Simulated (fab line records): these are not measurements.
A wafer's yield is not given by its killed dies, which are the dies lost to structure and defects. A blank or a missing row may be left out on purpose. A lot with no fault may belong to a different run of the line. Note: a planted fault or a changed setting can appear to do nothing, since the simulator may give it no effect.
Matching of chambers -- flow nand-harc -- NHARC_A_M0_CMP_23 on cmp-02 has 4 sister chambers
The step polishes, t overpolish 20 s, target thk 113.75 nm. 4 wafers are shown with their chamber, then 10 later ones without.

EACH WAFER AND ITS CHAMBER
wafer,chamber,motor-current-A (A)
L083.1,2,13.2
L083.2,3,13.0
L079.1,1,11.8
L079.3,0,11.1

WAFERS WITHOUT THEIR CHAMBER
wafer,motor-current-A (A)
L079.5,13.0
L090.1,10.3
L090.3,13.5
L090.5,10.4
L092.1,10.5
L092.5,10.4
L092.6,10.6
L093.1,13.2
L093.2,10.5
L093.5,11.8

CHAMBER TAKEN BY EACH
wafer,from the rows above,in truth
L079.5,can't be placed: 3 or 2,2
L090.1,can't be placed: 0 or 1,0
L090.3,can't be placed: 2 or 3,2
L090.5,can't be placed: 0 or 1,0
L092.1,can't be placed: 0 or 1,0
L092.5,can't be placed: 0 or 1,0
L092.6,can't be placed: 0 or 1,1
L093.1,can't be placed: 2 or 3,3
L093.2,can't be placed: 0 or 1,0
L093.5,can't be placed: 1 or 0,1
Correctly placed: 0 of 10. Can't be placed from these rows: 10 (the true chamber is among the candidates in 10). Placed wrongly: 0.
How it was worked out, from the rows above alone: a wafer's distance from a chamber is the root of the sum, over the readings, of the square of ((its reading less the chamber's mean) divided by the reading's scatter). If the next closest chamber is less than 2 further off than the closest, the wafer can't be placed; otherwise it belongs to the closest. For every chamber, the mean is computed from those of its wafers that are shown. The scatter: with one shown wafer a chamber, the root of the mean of the squares of how far each hidden wafer lies from its nearest shown one.
